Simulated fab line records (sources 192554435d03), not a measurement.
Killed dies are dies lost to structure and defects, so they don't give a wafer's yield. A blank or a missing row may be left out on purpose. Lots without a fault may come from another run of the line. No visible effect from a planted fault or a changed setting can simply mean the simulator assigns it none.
fab line records	flow n5_finfet
record lots=9	wafers=27	last_day=18
route steps=1938 shown HKMG_FIN@444 BEOL_M4@1111 PASSIVATION@1936
lots that met no fault: taken from a fault-free run of the same line
start_h: start of the lot's first displayed wafer, in hours after the record's first day	wait_h: time in hours since the lot's previous step	" same as the row above	L1.1+2: a single row standing in for several wafers	- no value, or no start given	* or withheld: withheld	< > ~ a bound
route shown NAME@n: a module of which the file shows steps, and the number in the route of the first	usual: mean and standard deviation over wafers with no fault	same: alike in all rows	chamber/n: place in a boat	sites: readings site by site	_std_site: their standard deviation	_edge_site: mean of outer sites minus mean of inner sites	radius_mm: for every site, how far away it sits from the centre of the wafer	mask NAME#n: copy n	behind: the last tool/chamber to shape the wafer	hold: the reason the lot was held/the length of the hold in hours/how it ended	device: whichever transistor did not switch (one of n, p or np)	end of line: the tests these same wafers got at the end of their route	a step without rows: its recipe alone	killed: not the wafer's yield, but the dies lost to structure and defects at the first sort	map: the dies of a wafer, with x for killed, . for not killed, _ for no die there
set.NAME: the setting that was run; set.NAME@STEP: the one run at that earlier step	model.NAME: the simulator's own value behind a step, which no gauge read
the route's steps for a sample of lots (tables are steps, rows are wafers)
services: from which hour (start_h, from the record's first day; less than 0 if before it) a tool's chamber was out of use, for how many hours, and why
## steps
# step N5_HKMG_FIN_ETCH_86
# recipe chemistry=N2/H2	target=SOC	target_depth_a=3932	stop_on=TiN	ion_energy_ev=100	bias_w=61	pressure_mtorr=30	source_w=850	n2_flow_sccm=200	h2_flow_sccm=200
# usual drypump_motor_current_A=5.9/0.58	oes_product_au=0.77/0.059	rf_vpp_V=240.5/1.3	showerhead_plenum_p_Torr=2.53/0.074	throttle_valve_pct=17.8/0.32
lot.wafer	tool	chamber	start_h	wait_h	drypump_motor_current_A	oes_product_au	rf_hours_counter_h	rf_vpp_V	showerhead_plenum_p_Torr	throttle_valve_pct
L505.1	rie_diel-05	0	81.30	-	6.4	0.84	71	241.6	2.58	17.7
L505.4	"	3	"	"	5.5	0.91	19	241.2	2.50	17.7
L505.6	"	3	"	"	5.5	0.90	-	239.8	2.49	17.6
L506.3	rie_diel-05	3	85.89	-	5.5	0.90	21	238.1	2.49	17.6
L506.4	"	2	"	"	6.3	0.73	168	241.1	2.55	18.3
L506.5	"	2	"	"	6.3	0.74	-	240.7	2.55	18.2
L510.1	rie_diel-06	3	106.33	-	5.0	0.73	156	239.4	2.45	17.4
L510.2	"	2	"	"	4.9	0.70	184	241.8	2.63	18.2
L510.4	"	0	"	"	5.8	0.71	198	238.7	2.41	18.1
L511.1	rie_diel-05	0	112.20	-	6.4	0.83	82	241.3	2.57	17.7
L511.3	"	3	"	"	5.4	0.88	28	241.1	2.49	17.7
L511.6	"	1	"	"	6.6	0.79	-	240.3	2.56	17.4
L516.2	rie_diel-06	3	143.01	-	5.0	0.73	169	239.9	2.44	17.5
L516.4	"	2	"	"	4.9	0.70	-	242.6	2.63	18.2
L516.5	"	3	"	"	5.0	0.73	-	237.4	2.44	17.5
L517.1	rie_diel-02	1	148.81	-	6.7	0.83	66	242.4	2.68	17.3
L517.3	"	0	"	"	5.7	0.78	135	239.4	2.54	17.7
L517.5	"	3	"	"	5.7	0.72	-	239.7	2.51	17.9
L518.3	rie_diel-06	2	158.53	-	4.9	0.69	205	241.9	2.62	18.2
L518.4	"	1	"	"	5.5	0.71	182	238.5	2.42	18.2
L518.6	"	3	"	"	5.0	0.73	-	239.0	2.44	17.5
L524.2	rie_diel-05	3	192.32	-	5.4	0.84	53	237.4	2.48	17.7
L524.5	"	0	"	"	6.4	0.80	-	241.7	2.56	17.7
L524.6	"	1	"	"	6.7	0.77	-	242.2	2.55	17.4
L528.1	rie_diel-02	3	218.14	-	5.7	0.70	216	240.5	2.50	17.9
L528.5	"	3	"	"	5.7	0.70	-	239.2	2.50	17.9
L528.6	"	2	"	"	6.1	0.77	-	240.9	2.56	17.9
# step N5_HKMG_FIN_STRIP_88
# recipe chemistry=N2/H2	power_w=2500	temp_c=300	h2_frac=0.65	time_s=360	pressure_mtorr=withheld	n2_flow_sccm=1750	h2_flow_sccm=3250
# usual drypump_motor_current_A=5.96/0.11	heater_power_w=434/48
lot.wafer	tool	chamber	start_h	wait_h	drypump_motor_current_A	heater_power_w	rf_hours_counter_h
L505.1	plasma_asher-01	1	81.56	0.0	5.88	451	89
L505.4	"	1	"	"	5.90	458	-
L505.6	"	1	"	"	5.87	454	-
L506.3	plasma_asher-01	0	86.26	0.1	6.08	487	-
L506.4	"	1	"	"	5.90	459	-
L506.5	"	1	"	"	5.89	459	-
L510.1	plasma_asher-01	0	106.58	0.0	6.08	484	96
L510.2	"	1	"	"	5.87	457	96
L510.4	"	1	"	"	5.91	471	-
L511.1	plasma_asher-01	1	112.45	0.0	5.90	464	97
L511.3	"	1	"	"	5.92	455	-
L511.6	"	1	"	"	5.91	461	-
L516.2	plasma_asher-01	1	143.26	0.0	5.90	443	104
L516.4	"	0	"	"	6.11	470	-
L516.5	"	1	"	"	5.92	466	-
L517.1	plasma_asher-02	1	149.06	0.0	5.78	382	49
L517.3	"	0	"	"	6.02	349	-
L517.5	"	0	"	"	6.03	341	-
L518.3	plasma_asher-01	1	158.90	0.1	5.87	464	-
L518.4	"	0	"	"	6.09	469	-
L518.6	"	1	"	"	5.91	445	-
L524.2	plasma_asher-02	0	192.57	0.0	6.06	344	56
L524.5	"	1	"	"	5.77	389	-
L524.6	"	0	"	"	6.04	342	-
L528.1	plasma_asher-02	1	218.39	0.0	5.78	380	60
L528.5	"	0	"	"	6.02	346	-
L528.6	"	1	"	"	5.78	397	-
# step N5_HKMG_FIN_COAT_66
# recipe resist=SOC	temp_c=250	time_s=60	spin_rpm=1500	resist_thk_nm=300
# usual dispense_pressure_kPa=47/3.4	run_length_s=66.02/0.26
lot.wafer	tool	chamber	start_h	wait_h	dispense_pressure_kPa	run_length_s
L505.1	litho_track-01	0	82.32	0.2	51	65.72
L505.4	"	0	"	"	51	65.78
L505.6	"	0	"	"	51	65.70
L506.3	litho_track-03	0	86.90	0.2	43	65.95
L506.4	"	0	"	"	43	65.97
L506.5	"	0	"	"	43	66.01
L510.1	litho_track-01	0	107.34	0.2	51	65.74
L510.2	"	0	"	"	51	65.64
L510.4	"	0	"	"	51	65.78
L511.1	litho_track-01	0	113.21	0.2	51	65.68
L511.3	"	0	"	"	51	65.74
L511.6	"	0	"	"	51	65.67
L516.2	litho_track-01	0	144.02	0.2	51	76.48
L516.4	"	0	"	"	51	76.36
L516.5	"	0	"	"	51	76.57
L517.1	litho_track-03	0	149.81	0.2	43	66.14
L517.3	"	0	"	"	43	65.99
L517.5	"	0	"	"	43	66.15
L518.3	litho_track-01	0	159.55	0.2	51	76.59
L518.4	"	0	"	"	51	76.31
L518.6	"	0	"	"	51	76.30
L524.2	litho_track-02	0	193.34	0.2	45	66.48
L524.5	"	0	"	"	45	66.46
L524.6	"	0	"	"	45	66.22
L528.1	litho_track-01	0	219.14	0.2	51	65.83
L528.5	"	0	"	"	51	65.62
L528.6	"	0	"	"	51	65.78
# step N5_HKMG_FIN_ETCH_67
# recipe chemistry=N2/H2	target=SOC	target_depth_a=3889	stop_on=TiN	ion_energy_ev=100	bias_w=61	pressure_mtorr=30	source_w=850	n2_flow_sccm=200	h2_flow_sccm=200
# usual drypump_motor_current_A=5.8/0.58	oes_product_au=0.75/0.056	rf_vpp_V=240.4/1.2	showerhead_plenum_p_Torr=2.53/0.078	throttle_valve_pct=17.9/0.32
lot.wafer	tool	chamber	start_h	wait_h	drypump_motor_current_A	oes_product_au	rf_hours_counter_h	rf_vpp_V	showerhead_plenum_p_Torr	throttle_valve_pct
L505.1	rie_diel-06	3	82.40	-	5.0	0.74	148	238.1	2.45	17.4
L505.4	"	2	"	"	4.9	0.68	176	240.9	2.64	18.2
L505.6	"	2	"	"	4.9	0.69	-	241.4	2.64	18.2
L506.3	rie_diel-05	0	86.97	-	6.4	0.83	73	240.7	2.57	17.7
L506.4	"	3	"	"	5.5	0.89	21	240.0	2.49	17.6
L506.5	"	0	"	"	6.4	0.84	-	241.3	2.57	17.7
L510.1	rie_diel-06	0	107.41	-	5.8	0.70	198	239.2	2.41	18.1
L510.2	"	1	"	"	5.5	0.72	160	238.7	2.43	18.2
L510.4	"	2	"	"	4.9	0.68	185	242.1	2.63	18.2
L511.1	rie_diel-05	1	113.38	-	6.7	0.78	92	241.2	2.56	17.4
L511.3	"	0	"	"	6.5	0.83	82	241.2	2.57	17.7
L511.6	"	3	"	"	5.5	0.86	-	240.3	2.49	17.7
L516.2	rie_diel-05	1	144.20	-	6.7	0.77	104	240.8	2.56	17.4
L516.4	"	3	"	"	5.5	0.85	40	239.7	2.49	17.7
L516.5	"	0	"	"	6.5	0.81	-	242.2	2.57	17.7
L517.1	rie_diel-06	2	150.06	-	4.9	0.67	199	242.8	2.63	18.2
L517.3	"	1	"	"	5.5	0.71	-	239.4	2.42	18.2
L517.5	"	2	"	"	4.9	0.67	-	240.9	2.63	18.2
L518.3	rie_diel-06	2	159.60	-	4.9	0.67	205	240.8	2.62	18.2
L518.4	"	3	"	"	5.0	0.72	173	238.6	2.44	17.5
L518.6	"	1	"	"	5.5	0.70	-	239.4	2.42	18.3
L524.2	rie_diel-06	2	193.47	-	4.9	0.66	217	241.1	2.62	18.2
L524.5	"	3	"	"	5.1	0.71	-	239.2	2.44	17.5
L524.6	"	0	"	"	5.8	0.69	-	239.3	2.40	18.1
L528.1	rie_diel-06	0	219.21	-	5.8	0.69	228	238.8	2.40	18.1
L528.5	"	0	"	"	5.8	0.68	-	238.9	2.40	18.2
L528.6	"	1	"	"	5.5	0.69	-	240.0	2.41	18.3
# step N5_BEOL_M4_RC_MEAS_101
# usual DIBL_N=36.3/2	DIBL_P=36.3/2.4	IOFF_N=0.16/0.034	IOFF_P=0.21/0.035	ION_N=672/12	ION_P=459/6.5	SS_N=71.6/0.67	SS_P=73.3/0.71	VT_N=250/3.5	VT_P=-251/3
lot.wafer	tool	chamber	start_h	wait_h	DIBL_N[mV/V]	DIBL_P[mV/V]	IOFF_N[nA/um]	IOFF_P[nA/um]	ION_N[uA/um]	ION_P[uA/um]	SS_N[mV/dec]	SS_P[mV/dec]	VT_N[mV]	VT_P[mV]
L505.1	prober-02	0	168.43	0.0	35.2	33.4	0.12	0.18	658	453	71.4	72.0	252	-254
L505.4	"	0	"	"	37.8	36.8	0.17	0.23	676	464	71.9	73.4	248	-248
L505.6	"	0	"	"	35.8	34.4	0.14	0.19	672	459	71.5	72.6	252	-250
L506.3	prober-01	0	171.06	0.3	35.5	35.7	0.15	0.20	662	458	71.6	73.3	250	-251
L506.4	"	0	"	"	35.7	35.9	0.15	0.21	661	459	71.4	72.8	254	-251
L506.5	"	0	"	"	34.9	34.7	0.13	0.19	655	450	71.9	72.6	251	-251
L510.1	prober-02	0	197.18	0.0	35.9	34.6	0.14	0.17	657	444	71.6	73.7	255	-256
L510.2	"	0	"	"	39.3	38.7	0.22	0.23	689	463	73.1	74.5	247	-251
L510.4	"	0	"	"	35.9	34.3	0.15	0.16	672	452	72.0	73.3	251	-256
L511.1	prober-01	0	200.49	0.0	34.8	35.7	0.14	0.19	674	460	71.6	72.7	251	-250
L511.3	"	0	"	"	36.4	37.8	0.16	0.22	675	467	71.6	73.9	249	-249
L511.6	"	0	"	"	36.4	36.9	0.17	0.21	680	458	70.6	73.1	247	-251
L516.2	prober-01	0	255.75	0.2	36.1	37.2	0.15	0.21	664	455	71.5	73.3	249	-251
L516.4	"	0	"	"	35.3	36.9	0.16	0.21	692	476	71.4	73.0	247	-251
L516.5	"	0	"	"	37.2	38.8	0.19	0.23	683	462	72.4	73.6	246	-249
L517.1	prober-02	0	260.12	0.0	37.1	36.1	0.15	0.19	667	455	71.9	72.6	250	-252
L517.3	"	0	"	"	38.7	37.1	0.16	0.20	661	450	72.4	73.5	250	-251
L517.5	"	0	"	"	39.6	38.6	0.18	0.23	677	460	71.6	73.8	249	-248
L518.3	prober-01	0	261.57	0.3	35.5	37.5	0.15	0.22	664	458	72.0	73.6	253	-248
L518.4	"	0	"	"	36.9	38.8	0.19	0.23	671	459	72.6	73.9	249	-249
L518.6	"	0	"	"	38.3	40.6	0.22	0.28	679	465	72.3	74.3	244	-247
L524.2	prober-02	0	308.36	0.2	36.9	37.5	0.17	0.21	678	459	71.0	73.6	248	-251
L524.5	"	0	"	"	34.1	33.3	0.12	0.14	659	448	70.7	72.5	255	-256
L524.6	"	0	"	"	39.1	39.4	0.21	0.23	682	458	72.3	73.4	246	-251
L528.1	prober-01	0	326.38	0.0	36.8	37.1	0.19	0.22	680	459	71.8	73.0	248	-249
L528.5	"	0	"	"	37.2	37.9	0.20	0.24	679	459	72.0	73.4	246	-248
L528.6	"	0	"	"	36.1	36.1	0.18	0.21	684	462	72.0	72.6	245	-251
# step N5_PASSIVATION_PROBE_49
# usual defect_limited_yield=91.4/1.5	killed_at_M0_to_M3=33/11	killed_at_M4_up=14/5.3	killed_at_contacts=13/6.2	killed_at_front_end=39/13	killed_at_other=3.1/2.8	killed_dies=102/17	killed_open=68/13	killed_short=32/7.8	sort_bin_5_function=5.1/0.95	sort_bin_6_memory=3.2/0.7	sort_n_pass=1078/18	sort_yield_pct=91.3/1.5
# same gross_dies=1180	killed_at_back_side=0	sort_bin_4_leakage[%]=0	sort_bin_8_speed[%]=0
lot.wafer	tool	chamber	start_h	wait_h	defect_limited_yield[%]	killed_at_M0_to_M3	killed_at_M4_up	killed_at_contacts	killed_at_front_end	killed_at_other	killed_dies	killed_open	killed_short	sort_bin_5_function[%]	sort_bin_6_memory[%]	sort_n_pass	sort_yield_pct[%]
L517.1	prober-01	-	371.70	0.0	93.4	19	19	6	28	6	78	51	24	4.1	2.5	1102	93.4
L517.3	prober-01	-	371.80	0.1	90.8	35	22	5	45	1	108	70	36	5.5	3.4	1072	90.8
L517.5	prober-01	-	371.90	0.2	91.2	38	16	4	38	8	104	62	42	5.3	2.9	1076	91.2
L518.3	prober-01	-	373.16	0.1	90.3	27	14	15	58	0	114	86	28	6.3	3.1	1066	90.3
L518.4	prober-01	-	373.21	0.2	90.8	28	15	15	49	1	108	79	28	5.3	3.5	1072	90.8
L518.6	prober-01	-	373.31	0.3	91.3	22	5	21	44	11	103	70	32	5.3	3.2	1077	91.3
# killed by level:class
L517.1 BEOL_M4:geometric_particle:open=14 FIN_SAQP:geometric_particle:open=9 FIN_SAQP:geometric_particle:short=5 BEOL_M1:geometric_particle:short=5 MOL_CONTACT_COAG:geometric_particle:open=4 BEOL_M1:geometric_particle:open=4 BEOL_M0:geometric_particle:open=3 BEOL_M3:geometric_particle:open=3
L517.3 FIN_SAQP:geometric_particle:open=14 BEOL_M4:geometric_particle:open=13 FIN_SAQP:geometric_particle:short=11 BEOL_M2:geometric_particle:open=9 BEOL_M0_SAQP:geometric_particle:short=5 BEOL_M1:geometric_particle:open=5 BEOL_M3:geometric_particle:open=5 BEOL_M0_SAQP:geometric_particle:open=4
L517.5 BEOL_M4:geometric_particle:open=12 BEOL_M1:geometric_particle:open=11 BEOL_M0_SAQP:geometric_particle:open=8 FIN_SAQP:geometric_particle:open=6 GATE_CUT:geometric_particle:short=6 BEOL_M0_SAQP:geometric_particle:short=6 FIN_SAQP:geometric_particle:short=5 DUMMY_GATE:geometric_particle:open=5
L518.3 STI_FIN_REVEAL:geometric_particle:open=20 BEOL_M2:geometric_particle:open=14 MOL_CONTACT_COAG:geometric_particle:open=11 FIN_SAQP:geometric_particle:open=9 FIN_SAQP:geometric_particle:short=7 DUMMY_GATE:geometric_particle:open=7 MOL_CONTACT_COAG:geometric_particle:short=4 BEOL_M0_SAQP:geometric_particle:open=4
L518.4 STI_FIN_REVEAL:geometric_particle:open=18 MOL_CONTACT_COAG:geometric_particle:open=12 BEOL_M1:geometric_particle:open=9 FIN_SAQP:geometric_particle:open=8 FIN_SAQP:geometric_particle:short=6 BEOL_M2:geometric_particle:open=6 BEOL_M4:geometric_particle:open=6 BEOL_M0_SAQP:geometric_particle:short=5
L518.6 MOL_CONTACT_COAG:geometric_particle:open=17 STI_FIN_REVEAL:geometric_particle:open=16 BEOL_M0_SAQP:geometric_particle:short=5 BEOL_M3:geometric_particle:open=5 FIN_SAQP:geometric_particle:open=4 FIN_SAQP:geometric_particle:short=4 STI_FIN_REVEAL:geometric_particle:short=4 GATE_CUT:geometric_particle:open=4
## services
tool	chamber	start_h	hours	kind
plasma_asher-02	-	66.22	9.0	repair
rie_diel-02	1	96.54	4.5	repair
rie_diel-05	3	102.56	2.6	repair
plasma_asher-02	-	104.06	2.8	pm
rie_diel-06	2	122.85	3.9	repair
rie_diel-06	0	138.95	18.3	repair
rie_diel-05	-	146.10	14.6	pm
rie_diel-05	0	161.45	14.5	repair
litho_track-01	-	170.04	-	consumable_replace:filter
rie_diel-05	2	176.47	4.3	repair
rie_diel-02	-	212.23	1.0	repair
## key
first_sign step=N5_HKMG_FIN_COAT_66	reading=run_length_s	direction=up	sigmas=39	usual=*	struck=*
effect none on later readings
met_at N5_HKMG_FIN_COAT_66
struck_lots L516,L518
not_acting_at N5_HKMG_FIN_ETCH_86,N5_HKMG_FIN_STRIP_88,N5_HKMG_FIN_ETCH_67
onset_between 113.21 144.02
fault kind=process_parameter_drift	tool=litho_track-01	chamber=-	onset_h=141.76	steps=N5_HKMG_FIN_COAT_66	channel=time_s	offset=*	shape=step	end_h=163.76	acts_in=*	stated=*
